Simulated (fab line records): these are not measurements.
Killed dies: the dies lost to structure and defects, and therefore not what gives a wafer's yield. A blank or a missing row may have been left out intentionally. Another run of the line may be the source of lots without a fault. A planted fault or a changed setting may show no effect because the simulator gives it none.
2 desks, one fault / flow nandHarc / each desk holds nothing but its own numbers, with what lay behind them at the end

## THE TOOL OWNER'S DESK: lithoTrack-01
The tool's own readings at NHARC_P_GATE_PEB_24 (peb time 65 s): means of the sampled wafers that have a number, for each lot that ran on this tool. A lot is out of limits, marked OUT, if its mean lies more than 4 standard deviations from the usual mean; the brackets give that distance.
Columns: A = heaterPowerTotalW at NHARC_P_GATE_PEB_24, usual 156.6 W; B = plateTempC at NHARC_P_GATE_PEB_24, usual 100.01 C; C = resistLineTempC at NHARC_P_GATE_PEB_24, usual 23.00 C
lot=L861; first seen here=day 6 23:31; A=150.4 (-16) OUT; B=97.14 (-24) OUT; C=22.96
lot=L862; first seen here=day 7 03:34; A=150.4 (-16) OUT; B=96.96 (-25) OUT; C=23.03
This desk's finding: out of limits on L861, L862; first on L861, day 6 23:31 (heaterPowerTotalW at NHARC_P_GATE_PEB_24). In limits: none.

## THE METROLOGY DESK
What the gauges read, lot by lot, whatever tool the lot ran on: means of the sampled wafers that have a number. A lot is out of limits, marked OUT, if its mean lies more than 4 standard deviations from the usual mean; the brackets give that distance.
Columns: A = cdNm at NHARC_P_STI_CD_MEAS_16, usual 200 nm; B = cdNm at NHARC_P_GATE_CD_MEAS_26, usual 119.7 nm
lot=L852; first seen here=day 2 15:43; A=196; B=120.0
lot=L853; first seen here=day 2 15:53; A=202; B=120.3
lot=L854; first seen here=day 2 23:55; A=199; B=119.8
lot=L857; first seen here=day 3 17:37; A=198; B=120.3
lot=L861; first seen here=day 4 17:41; A=203; B=129.6 (+13) OUT
lot=L862; first seen here=day 4 23:16; A=197; B=130.1 (+13) OUT
lot=L865; first seen here=day 5 19:08; A=197; B=119.8
lot=L866; first seen here=day 5 23:47; A=197; B=120.2
lot=L872; first seen here=day 7 08:03; A=207; B=119.9
lot=L873; first seen here=day 7 19:19; A=199; B=120.1
lot=L875; first seen here=day 8 05:23; A=198; B=119.6
This desk's finding: out of limits on L861, L862; first on L861, day 6 23:35 (cdNm at NHARC_P_GATE_CD_MEAS_26). L852, L853, L854, L857, L865, L866, L872, L873, L875: within limits.

## TAKEN TOGETHER
The tool owner's desk could have raised an alarm at day 6 23:31, on L861, L862.
L861, L862 would have let the metrology desk raise an alarm at day 6 23:35.
The lots listed all ran NHARC_P_GATE_PEB_24 on lithoTrack-01.

## WHAT THE SIMULATOR HAD PUT IN
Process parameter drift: lithoTrack-01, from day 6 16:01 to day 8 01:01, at NHARC_P_GATE_PEB_24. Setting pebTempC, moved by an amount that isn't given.
Shown lots that were struck: L861, L862.
Hours from the fault's start to each desk's first reading out of limits: the tool owner's desk, 7; the metrology desk, 8.
